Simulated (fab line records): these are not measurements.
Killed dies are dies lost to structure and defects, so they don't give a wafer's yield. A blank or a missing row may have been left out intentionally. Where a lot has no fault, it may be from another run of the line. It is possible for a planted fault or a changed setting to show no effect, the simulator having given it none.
fab line records -- flow nand_harc
[record] lots = 7, wafers = 21, last_day = 33
route steps=1302 shown A_DECK1_JOINT@544 A_ONON_D2@545 END@1302
lots with no fault: from the same line, run without faults
start_h: hours from the record's opening day to when the first of the lot's shown wafers began -- wait_h: time in hours since the lot's previous step -- " the same as in the row above -- L1.1+2: a single row standing in for several wafers -- - value missing, or start not given -- * or withheld: withheld -- < > ~ a bound
route shown NAME@n: NAME is a module with steps in the file, n the number in the route of the first one -- usual: average and standard deviation across the fault-free wafers -- same: alike in all rows -- chamber/n: place in a boat -- sites: readings site by site -- _std_site: standard deviation across them -- _edge_site: mean of outer sites minus mean of inner sites -- radius_mm: how far each site lies from the wafer's centre -- mask NAME#n: copy n -- behind: the tool/chamber that last shaped the wafer -- hold: cause of the lot's hold/its duration in hours/its outcome -- device: which transistor (n, p or np) failed to switch -- end of line: the same wafers' tests at the end of the route -- a step given without rows: its recipe and nothing more -- killed: at the first sort, the dies lost to defects and structure; wafer yield is something else -- map: a wafer's dies, marking killed ones x, the rest . and places with no die _
set.NAME: the run value of the setting; set.NAME@STEP: its run value at that earlier step -- model.NAME: the simulator's own value behind a step, which no gauge read
lots seen at some steps along the route; tables by step, rows by wafer
services: the hour from which a tool's chamber was out of use, counted from the record's first day as start_h (under 0 if before that day), plus the number of hours and why
[[steps]]
[step NHARC_A_DECK1_JOINT_INSPECT_05]
[usual] raw_defect_count = 320/130
lot.wafer,tool,chamber,start_h,wait_h,raw_defect_count
L940.1,defect_inspect-01,-,277.91,0.0,444
L940.4,defect_inspect-01,-,277.91,0.0,329
L940.5,defect_inspect-01,-,277.91,0.0,351
L954.1,defect_inspect-02,-,423.21,0.0,290
L954.3,defect_inspect-02,-,423.21,0.0,247
L954.4,defect_inspect-02,-,423.21,0.0,413
L953.3,defect_inspect-01,-,423.24,0.0,333
L953.4,defect_inspect-01,-,423.24,0.0,273
L953.5,defect_inspect-01,-,423.24,0.0,244
L955.1,defect_inspect-02,-,441.09,0.1,226
L955.3,defect_inspect-02,-,441.09,0.1,649
L955.4,defect_inspect-02,-,441.09,0.1,297
L956.2,defect_inspect-01,-,441.30,0.0,225
L956.3,defect_inspect-01,-,441.30,0.0,203
L956.4,defect_inspect-01,-,441.30,0.0,253
L957.1,defect_inspect-02,-,459.05,0.0,172
L957.5,defect_inspect-02,-,459.05,0.0,166
L957.6,defect_inspect-02,-,459.05,0.0,237
L962.3,defect_inspect-01,-,497.96,0.0,563
L962.4,defect_inspect-01,-,497.96,0.0,201
L962.6,defect_inspect-01,-,497.96,0.0,237
[step NHARC_A_ONON_D2_DEP_00]
[recipe] target_thk_a = 10000, n2_flow_sccm = 2750, n2o_flow_sccm = 2000, nh3_flow_sccm = 500, sih4_flow_sccm = 210, temp_c = 400
[step NHARC_A_ONON_D2_THK_MEAS_02]
[recipe] thk_meas_gauge = ellipsometry
[usual] thk_nm = 998/9.4
lot.wafer,tool,chamber,start_h,wait_h,thk_nm
L940.1,film_metro-01,-,278.49,-,1003
L940.4,film_metro-01,-,278.49,-,1005
L940.5,film_metro-01,-,278.49,-,1005
L954.1,film_metro-01,-,423.78,-,1000
L954.3,film_metro-01,-,423.78,-,1000
L954.4,film_metro-01,-,423.78,-,1000
L953.3,film_metro-01,-,423.82,-,1006
L953.4,film_metro-01,-,423.82,-,1009
L953.5,film_metro-01,-,423.82,-,1009
L955.1,film_metro-01,-,441.67,-,994
L955.3,film_metro-01,-,441.67,-,995
L955.4,film_metro-01,-,441.67,-,994
L956.2,film_metro-01,-,441.87,-,1014
L956.3,film_metro-01,-,441.87,-,1014
L956.4,film_metro-01,-,441.87,-,1014
L957.1,film_metro-01,-,459.63,-,1013
L957.5,film_metro-01,-,459.63,-,1016
L957.6,film_metro-01,-,459.63,-,1013
L962.3,film_metro-02,-,498.54,-,1008
L962.4,film_metro-02,-,498.54,-,1010
L962.6,film_metro-02,-,498.54,-,1008
[step NHARC_A_ONON_D2_DEP_03]
[recipe] target_thk_a = 10000, n2_flow_sccm = 2750, n2o_flow_sccm = 2000, nh3_flow_sccm = 500, sih4_flow_sccm = 210, temp_c = 400
[step NHARC_A_ONON_D2_THK_MEAS_05]
[recipe] thk_meas_gauge = ellipsometry
[usual] thk_nm = 1001/11
lot.wafer,tool,chamber,start_h,wait_h,thk_nm
L940.1,film_metro-02,-,279.19,-,996
L940.4,film_metro-02,-,279.19,-,996
L940.5,film_metro-02,-,279.19,-,996
L954.1,film_metro-01,-,424.35,-,984
L954.3,film_metro-01,-,424.35,-,985
L954.4,film_metro-01,-,424.35,-,985
L953.3,film_metro-01,-,424.38,-,996
L953.4,film_metro-01,-,424.38,-,996
L953.5,film_metro-01,-,424.38,-,996
L955.1,film_metro-01,-,442.22,-,992
L955.3,film_metro-01,-,442.22,-,991
L955.4,film_metro-01,-,442.22,-,993
L956.2,film_metro-01,-,442.43,-,1005
L956.3,film_metro-01,-,442.43,-,1004
L956.4,film_metro-01,-,442.43,-,1002
L957.1,film_metro-01,-,460.20,-,1004
L957.5,film_metro-01,-,460.20,-,1006
L957.6,film_metro-01,-,460.20,-,1007
L962.3,film_metro-02,-,499.10,-,983
L962.4,film_metro-02,-,499.10,-,984
L962.6,film_metro-02,-,499.10,-,982
[step NHARC_A_ONON_D2_DEP_06]
[recipe] target_thk_a = 10000, n2_flow_sccm = 2750, n2o_flow_sccm = 2000, nh3_flow_sccm = 500, sih4_flow_sccm = 210, temp_c = 400
[step NHARC_A_ONON_D2_THK_MEAS_08]
[recipe] thk_meas_gauge = ellipsometry
[usual] thk_nm = 1003/10
lot.wafer,tool,chamber,start_h,wait_h,thk_nm
L940.1,film_metro-02,-,279.89,-,1001
L940.4,film_metro-02,-,279.89,-,1000
L940.5,film_metro-02,-,279.89,-,1000
L954.1,film_metro-02,-,424.92,-,1018
L954.3,film_metro-02,-,424.92,-,1015
L954.4,film_metro-02,-,424.92,-,1014
L953.3,film_metro-02,-,424.95,-,998
L953.4,film_metro-02,-,424.95,-,999
L953.5,film_metro-02,-,424.95,-,1000
L955.1,film_metro-01,-,442.79,-,999
L955.3,film_metro-01,-,442.79,-,998
L955.4,film_metro-01,-,442.79,-,999
L956.2,film_metro-01,-,443.00,-,1013
L956.3,film_metro-01,-,443.00,-,1012
L956.4,film_metro-01,-,443.00,-,1012
L957.1,film_metro-01,-,460.77,-,999
L957.5,film_metro-01,-,460.77,-,995
L957.6,film_metro-01,-,460.77,-,995
L962.3,film_metro-02,-,499.67,-,1004
L962.4,film_metro-02,-,499.67,-,1003
L962.6,film_metro-02,-,499.67,-,1003
[step NHARC_A_ONON_D2_DEP_09]
[recipe] target_thk_a = 10000, n2_flow_sccm = 2750, n2o_flow_sccm = 2000, nh3_flow_sccm = 500, sih4_flow_sccm = 210, temp_c = 400
[step NHARC_A_ONON_D2_THK_MEAS_11]
[recipe] thk_meas_gauge = ellipsometry
[usual] thk_nm = 997/8.2
lot.wafer,tool,chamber,start_h,wait_h,thk_nm
L940.1,film_metro-01,-,280.58,-,1011
L940.4,film_metro-01,-,280.58,-,1011
L940.5,film_metro-01,-,280.58,-,1010
L954.1,film_metro-02,-,425.48,-,994
L954.3,film_metro-02,-,425.48,-,995
L954.4,film_metro-02,-,425.48,-,995
L953.3,film_metro-01,-,425.52,-,1009
L953.4,film_metro-01,-,425.52,-,1006
L953.5,film_metro-01,-,425.52,-,1005
L955.1,film_metro-01,-,443.35,-,1004
L955.3,film_metro-01,-,443.35,-,1004
L955.4,film_metro-01,-,443.35,-,1005
L956.2,film_metro-01,-,443.57,-,997
L956.3,film_metro-01,-,443.57,-,996
L956.4,film_metro-01,-,443.57,-,999
L957.1,film_metro-01,-,461.33,-,989
L957.5,film_metro-01,-,461.33,-,991
L957.6,film_metro-01,-,461.33,-,988
L962.3,film_metro-01,-,500.23,-,994
L962.4,film_metro-01,-,500.23,-,995
L962.6,film_metro-01,-,500.23,-,995
[step NHARC_A_ONON_D2_DEP_12]
[recipe] target_thk_a = 10000, n2_flow_sccm = 2750, n2o_flow_sccm = 2000, nh3_flow_sccm = 500, sih4_flow_sccm = 210, temp_c = 400
[step NHARC_A_ONON_D2_THK_MEAS_14]
[recipe] thk_meas_gauge = ellipsometry
[usual] thk_nm = 1000/11
lot.wafer,tool,chamber,start_h,wait_h,thk_nm
L940.1,film_metro-02,-,281.15,-,991
L940.4,film_metro-02,-,281.15,-,989
L940.5,film_metro-02,-,281.15,-,991
L954.1,film_metro-01,-,426.04,-,1012
L954.3,film_metro-01,-,426.04,-,1011
L954.4,film_metro-01,-,426.04,-,1012
L953.3,film_metro-02,-,426.08,-,1024
L953.4,film_metro-02,-,426.08,-,1023
L953.5,film_metro-02,-,426.08,-,1023
L955.1,film_metro-02,-,443.92,-,992
L955.3,film_metro-02,-,443.92,-,995
L955.4,film_metro-02,-,443.92,-,993
L956.2,film_metro-01,-,444.13,-,998
L956.3,film_metro-01,-,444.13,-,997
L956.4,film_metro-01,-,444.13,-,996
L957.1,film_metro-01,-,461.90,-,1020
L957.5,film_metro-01,-,461.90,-,1019
L957.6,film_metro-01,-,461.90,-,1020
L962.3,film_metro-02,-,500.79,-,994
L962.4,film_metro-02,-,500.79,-,994
L962.6,film_metro-02,-,500.79,-,992
[step NHARC_A_ONON_D2_ANNEAL_15]
[recipe] temp_c = 750, time_s = 3600
[step NHARC_A_ONON_D2_DEP_16]
[recipe] target_thk_a = 10000, n2_flow_sccm = 2750, n2o_flow_sccm = 2000, nh3_flow_sccm = 500, sih4_flow_sccm = 210, temp_c = 400
[usual] n2_flow_sccm = 2750/7.9, n2o_flow_sccm = 2001/5.9
lot.wafer,tool,chamber,start_h,wait_h,n2_flow_sccm,n2o_flow_sccm
L940.1,pecvd_onon-04,0,288.49,0.4,2735,2002
L940.4,pecvd_onon-04,0,288.49,0.4,2750,1998
L940.5,pecvd_onon-04,0,288.49,0.4,2751,2000
L954.1,pecvd_onon-02,0,432.93,0.4,2738,2012
L954.3,pecvd_onon-02,0,432.93,0.4,2740,2003
L954.4,pecvd_onon-02,0,432.93,0.4,2746,2009
L953.3,pecvd_onon-04,-,433.07,0.5,-,-
L953.4,pecvd_onon-04,-,433.07,0.5,-,-
L953.5,pecvd_onon-04,-,433.07,0.5,-,-
L955.1,pecvd_onon-02,-,450.73,0.4,-,-
L955.3,pecvd_onon-02,-,450.73,0.4,-,-
L955.4,pecvd_onon-02,-,450.73,0.4,-,-
L956.2,pecvd_onon-04,-,450.78,0.4,-,-
L956.3,pecvd_onon-04,-,450.78,0.4,-,-
L956.4,pecvd_onon-04,-,450.78,0.4,-,-
L957.1,pecvd_onon-02,0,470.73,0.4,2748,2003
L957.5,pecvd_onon-02,0,470.73,0.4,2743,2004
L957.6,pecvd_onon-02,0,470.73,0.4,2742,1997
L962.3,pecvd_onon-01,0,508.42,0.5,2748,2004
L962.4,pecvd_onon-01,0,508.42,0.5,2746,2003
L962.6,pecvd_onon-01,0,508.42,0.5,2747,2007
[step NHARC_END_SORT_01]
[recipe] temp_c = 25
[usual] killed_at_array = 46/16, killed_at_other = 0.9/1.3, killed_at_periphery = 4.1/3, killed_dies = 51/17, killed_open = 3.5/1.8, killed_short = 2.5/1.8
[same] gross_dies = 677
lot.wafer,tool,chamber,start_h,wait_h,killed_at_array,killed_at_other,killed_at_periphery,killed_dies,killed_open,killed_short
L953.3,prober-02,0,707.28,3.1,675,0,2,677,3,3
L953.4,prober-02,0,708.09,3.4,674,1,2,677,2,3
L953.5,prober-02,0,708.91,3.7,675,1,1,677,2,2
L955.1,prober-02,0,742.20,2.5,676,0,1,677,1,2
L955.3,prober-02,0,743.82,3.1,670,0,7,677,3,5
L955.4,prober-02,0,744.63,3.4,670,1,6,677,2,4
L956.2,prober-01,0,742.98,2.8,677,0,0,677,3,1
L956.3,prober-01,0,743.76,3.1,671,0,6,677,3,0
L956.4,prober-01,0,744.55,3.4,675,0,2,677,7,2
// killed by level:class
L953.3 A_ONON_D2:area_dep=626 A_SLIT:chamber_film_flake=29 A_CHANNEL_HOLE_D1:chamber_film_flake=8 A_CONTACT:chamber_film_flake=3 A_WL_FILL:chamber_film_flake=2 P_M0:geometric_particle:open=1 A_CHANNEL_HOLE_D1:geometric_particle:open=1 A_ONON_D2:geometric_particle:short=1
L953.4 A_ONON_D2:area_dep=637 A_SLIT:chamber_film_flake=18 A_CHANNEL_HOLE_D1:chamber_film_flake=8 A_CONTACT:chamber_film_flake=5 A_SGD_CUT:geometric_particle:open=2 P_M1:geometric_particle:short=1 A_DECK1_JOINT:geometric_particle:short=1 A_CHANNEL_HOLE_D2:geometric_particle:short=1
L953.5 A_ONON_D2:area_dep=641 A_SLIT:chamber_film_flake=18 A_CHANNEL_HOLE_D1:chamber_film_flake=5 A_CONTACT:chamber_film_flake=3 A_ONON_D1:geometric_particle:short=1 A_CHANNEL_FILL_D2:geometric_particle:open=1 A_CHANNEL_FILL_D2:geometric_particle:short=1 A_M0:geometric_particle:open=1
L955.1 A_ONON_D2:area_dep=603 A_SLIT:chamber_film_flake=21 A_CHANNEL_HOLE_D1:chamber_film_flake=19 A_CHANNEL_HOLE_D2:chamber_film_flake=18 A_STAIRCASE:chamber_film_flake=4 A_CONTACT:chamber_film_flake=4 A_WL_FILL:chamber_film_flake=2 A_CHANNEL_FILL_D1:geometric_particle:short=1
L956.2 A_ONON_D2:area_dep=631 A_CHANNEL_HOLE_D1:chamber_film_flake=15 A_STAIRCASE:chamber_film_flake=13 A_CHANNEL_HOLE_D2:chamber_film_flake=5 A_SLIT:chamber_film_flake=5 A_CHANNEL_HOLE_D1:geometric_particle:open=1 A_CHANNEL_FILL_D2:geometric_particle:open=1 A_WL_FILL:geometric_particle:short=1
L956.3 A_ONON_D2:area_dep=627 A_CHANNEL_HOLE_D1:chamber_film_flake=19 A_STAIRCASE:chamber_film_flake=9 P_GATE:chamber_film_flake=5 A_WL_FILL:chamber_film_flake=5 A_CHANNEL_HOLE_D2:chamber_film_flake=2 A_CONTACT:chamber_film_flake=2 A_BONDPAD:chamber_film_flake=2
L955.3 A_ONON_D2:area_dep=589 A_SLIT:chamber_film_flake=27 A_CHANNEL_HOLE_D1:chamber_film_flake=21 A_CHANNEL_HOLE_D2:chamber_film_flake=15 P_GATE:chamber_film_flake=4 A_WL_FILL:chamber_film_flake=4 A_CONTACT:chamber_film_flake=3 A_STAIRCASE:chamber_film_flake=2
L956.4 A_ONON_D2:area_dep=635 A_CHANNEL_HOLE_D1:chamber_film_flake=10 A_CHANNEL_HOLE_D2:chamber_film_flake=7 A_SLIT:chamber_film_flake=7 A_STAIRCASE:chamber_film_flake=6 P_CONTACT:geometric_particle:open=2 A_SOURCE_PLATE:geometric_particle:short=1 A_CHANNEL_FILL_D1:geometric_particle:open=1
L955.4 A_ONON_D2:area_dep=574 A_CHANNEL_HOLE_D1:chamber_film_flake=30 A_CHANNEL_HOLE_D2:chamber_film_flake=28 A_SLIT:chamber_film_flake=19 A_CONTACT:chamber_film_flake=8 A_STAIRCASE:chamber_film_flake=5 P_GATE:chamber_film_flake=3 P_M0:geometric_particle:open=1
// map L953.3 (x killed, . not)
____________x____________
_________xxxxxxx_________
_______xxxxxxxxxxx_______
______xxxxxxxxxxxxx______
_____xxxxxxxxxxxxxxx_____
____xxxxxxxxxxxxxxxxx____
____xxxxxxxxxxxxxxxxx____
___xxxxxxxxxxxxxxxxxxx___
___xxxxxxxxxxxxxxxxxxx___
__xxxxxxxxxxxxxxxxxxxxx__
__xxxxxxxxxxxxxxxxxxxxx__
_xxxxxxxxxxxxxxxxxxxxxxx_
_xxxxxxxxxxxxxxxxxxxxxxx_
_xxxxxxxxxxxxxxxxxxxxxxx_
_xxxxxxxxxxxxxxxxxxxxxxx_
_xxxxxxxxxxxxxxxxxxxxxxx_
xxxxxxxxxxxxxxxxxxxxxxxxx
xxxxxxxxxxxxxxxxxxxxxxxxx
xxxxxxxxxxxxxxxxxxxxxxxxx
xxxxxxxxxxxxxxxxxxxxxxxxx
xxxxxxxxxxxxxxxxxxxxxxxxx
_xxxxxxxxxxxxxxxxxxxxxxx_
_xxxxxxxxxxxxxxxxxxxxxxx_
_xxxxxxxxxxxxxxxxxxxxxxx_
_xxxxxxxxxxxxxxxxxxxxxxx_
_xxxxxxxxxxxxxxxxxxxxxxx_
__xxxxxxxxxxxxxxxxxxxxx__
__xxxxxxxxxxxxxxxxxxxxx__
___xxxxxxxxxxxxxxxxxxx___
___xxxxxxxxxxxxxxxxxxx___
____xxxxxxxxxxxxxxxxx____
____xxxxxxxxxxxxxxxxx____
_____xxxxxxxxxxxxxxx_____
______xxxxxxxxxxxxx______
_______xxxxxxxxxxx_______
_________xxxxxxx_________
____________x____________
// map L955.1 (x killed, . not)
____________x____________
_________xxxxxxx_________
_______xxxxxxxxxxx_______
______xxxxxxxxxxxxx______
_____xxxxxxxxxxxxxxx_____
____xxxxxxxxxxxxxxxxx____
____xxxxxxxxxxxxxxxxx____
___xxxxxxxxxxxxxxxxxxx___
___xxxxxxxxxxxxxxxxxxx___
__xxxxxxxxxxxxxxxxxxxxx__
__xxxxxxxxxxxxxxxxxxxxx__
_xxxxxxxxxxxxxxxxxxxxxxx_
_xxxxxxxxxxxxxxxxxxxxxxx_
_xxxxxxxxxxxxxxxxxxxxxxx_
_xxxxxxxxxxxxxxxxxxxxxxx_
_xxxxxxxxxxxxxxxxxxxxxxx_
xxxxxxxxxxxxxxxxxxxxxxxxx
xxxxxxxxxxxxxxxxxxxxxxxxx
xxxxxxxxxxxxxxxxxxxxxxxxx
xxxxxxxxxxxxxxxxxxxxxxxxx
xxxxxxxxxxxxxxxxxxxxxxxxx
_xxxxxxxxxxxxxxxxxxxxxxx_
_xxxxxxxxxxxxxxxxxxxxxxx_
_xxxxxxxxxxxxxxxxxxxxxxx_
_xxxxxxxxxxxxxxxxxxxxxxx_
_xxxxxxxxxxxxxxxxxxxxxxx_
__xxxxxxxxxxxxxxxxxxxxx__
__xxxxxxxxxxxxxxxxxxxxx__
___xxxxxxxxxxxxxxxxxxx___
___xxxxxxxxxxxxxxxxxxx___
____xxxxxxxxxxxxxxxxx____
____xxxxxxxxxxxxxxxxx____
_____xxxxxxxxxxxxxxx_____
______xxxxxxxxxxxxx______
_______xxxxxxxxxxx_______
_________xxxxxxx_________
____________x____________
[[services]]
tool,chamber,start_h,hours,kind
pecvd_onon-01,-,269.33,13.0,pm
pecvd_onon-04,-,311.29,13.0,pm
pecvd_onon-02,-,366.00,13.0,pm
pecvd_onon-01,-,450.42,13.0,pm
pecvd_onon-04,-,492.29,13.0,pm
[[key]]
[first_sign] step = NHARC_A_ONON_D2_DEP_16, reading = tool_record, direction = missing
[effect] step = NHARC_END_SORT_01, reading = killed_at_array, direction = up, sigmas = 38, usual = 46, struck = 674
[more_kills_born_at] NHARC_A_ONON_D2_DEP_16@pecvd_onon-04 = 3797, NHARC_A_ONON_D2_DEP_16@pecvd_onon-02 = 1766
met_at NHARC_A_ONON_D2_DEP_16
struck_wafers L953.3,L953.4,L953.5,L955.1,L955.3,L955.4,L956.2,L956.3,L956.4
later_rows_left_out L953.3,L953.4,L953.5,L955.1,L955.3,L955.4,L956.2,L956.3,L956.4
tester_left_out L953,L955,L956
onset_between 432.93 433.07
[fault] kind = skipped_step_whole, tool = pecvd_onon-02,pecvd_onon-04, chamber = -, onset_h = 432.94, steps = NHARC_A_ONON_D2_DEP_16, scope = struck_lots_only
// tester_left_out: of these lots the tester's yield and bins aren't shown, on N5 and GAA mostly nor the transistor test; their killed dies are dies lost to structure and defects alone, not to doping, threshold or leakage, so they don't give the yield
// later_rows_left_out: the simulator's readings of these wafers behind a module that went badly wrong aren't trusted and aren't shown, but for the sort
